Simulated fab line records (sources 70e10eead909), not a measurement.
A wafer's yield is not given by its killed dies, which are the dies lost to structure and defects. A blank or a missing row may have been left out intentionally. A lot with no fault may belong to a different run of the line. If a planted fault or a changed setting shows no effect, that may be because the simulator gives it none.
Tool commonality check + flow nand harc + 1 lot, 3 wafers sampled

== THE REASON FOR OPENING IT ==
At NHARC_END_SORT_01 the reading killed at periphery is flagged on 1 of 1 lot. Wafers without a fault read 4.0, standard deviation 2.9.
Rule: a lot is flagged when every wafer of it that has a number lies more than 4 standard deviations from that mean, or none has a number. The rest of the lots are taken to be sound.

| lot  | measured     | on        | killed at periphery, wafer by wafer | flag    |
|------|--------------|-----------|-------------------------------------|---------|
| L626 | day 25 08:39 | prober-01 | 617 630 623                         | FLAGGED |
On average the flagged lots read 623.3, which is +619.3 against the usual, or +99 or more standard deviations.

== EACH LOT AND THE TOOL IT RAN ON ==
The record holds 3 process steps before the reading, out of a route of 1302 steps. Read each cell as the tool, then ch plus the chambers that the sampled wafers visited, then the start.
| lot  | flag    | NHARC_P_GATE_STRIP_101          | NHARC_P_GATE_STRIP_111              | NHARC_P_GATE_EXPOSE_56           |
|------|---------|---------------------------------|-------------------------------------|----------------------------------|
| L626 | FLAGGED | rie diel-04 ch 2,3, day 6 16:53 | plasma asher-02 ch 0,1, day 6 18:19 | krf scanner-01 ch 0, day 6 19:23 |
What is done by these steps:
- NHARC_P_GATE_STRIP_101: strips in O2, time 20 s.
- NHARC_P_GATE_STRIP_111: strips in N2/H2, time 250 s.
- NHARC_P_GATE_EXPOSE_56: exposes mask P PSD, target cd 720 nm.
- NHARC_END_SORT_01

== FLAGGED AGAINST TOTAL, ONE TOOL AT A TIME (gauges that did the reading follow at the end) ==
| step                   | tool            | lots run | flagged | share of the flagged lots | sound lots run after its first flagged lot |
|------------------------|-----------------|----------|---------|---------------------------|--------------------------------------------|
| NHARC_P_GATE_STRIP_101 | rie diel-04     | 1        | 1       | all                       | 0                                          |
| NHARC_P_GATE_STRIP_111 | plasma asher-02 | 1        | 1       | all                       | 0                                          |
| NHARC_P_GATE_EXPOSE_56 | krf scanner-01  | 1        | 1       | all                       | 0                                          |
| NHARC_END_SORT_01      | prober-01       | 1        | 1       | all                       | 0                                          |

== WHAT THE TABLE PERMITS ==
4 rows of the table ran every flagged lot: rie diel-04 at NHARC_P_GATE_STRIP_101, plasma asher-02 at NHARC_P_GATE_STRIP_111, krf scanner-01 at NHARC_P_GATE_EXPOSE_56, prober-01 at NHARC_END_SORT_01.
- rie diel-04 at NHARC_P_GATE_STRIP_101: 1 of its 1 lot flagged. Because this sample shows no sound lot run on it before its first flagged lot, the start cannot be pinned down more closely.
- plasma asher-02 at NHARC_P_GATE_STRIP_111: 1 of its 1 lot flagged. Because this sample shows no sound lot run on it before its first flagged lot, the start cannot be pinned down more closely.
- krf scanner-01 at NHARC_P_GATE_EXPOSE_56: 1 of its 1 lot flagged. Because this sample shows no sound lot run on it before its first flagged lot, the start cannot be pinned down more closely.
- prober-01 at NHARC_END_SORT_01: 1 of its 1 lot flagged. Because this sample shows no sound lot run on it before its first flagged lot, the start cannot be pinned down more closely.
A lot count leaves these 4 tools indistinguishable: every one of them fits a fault beginning at some hour. More lots, or a look at what each step does to the wafer, might.

== WHAT THE SIMULATOR HAD INSERTED ==
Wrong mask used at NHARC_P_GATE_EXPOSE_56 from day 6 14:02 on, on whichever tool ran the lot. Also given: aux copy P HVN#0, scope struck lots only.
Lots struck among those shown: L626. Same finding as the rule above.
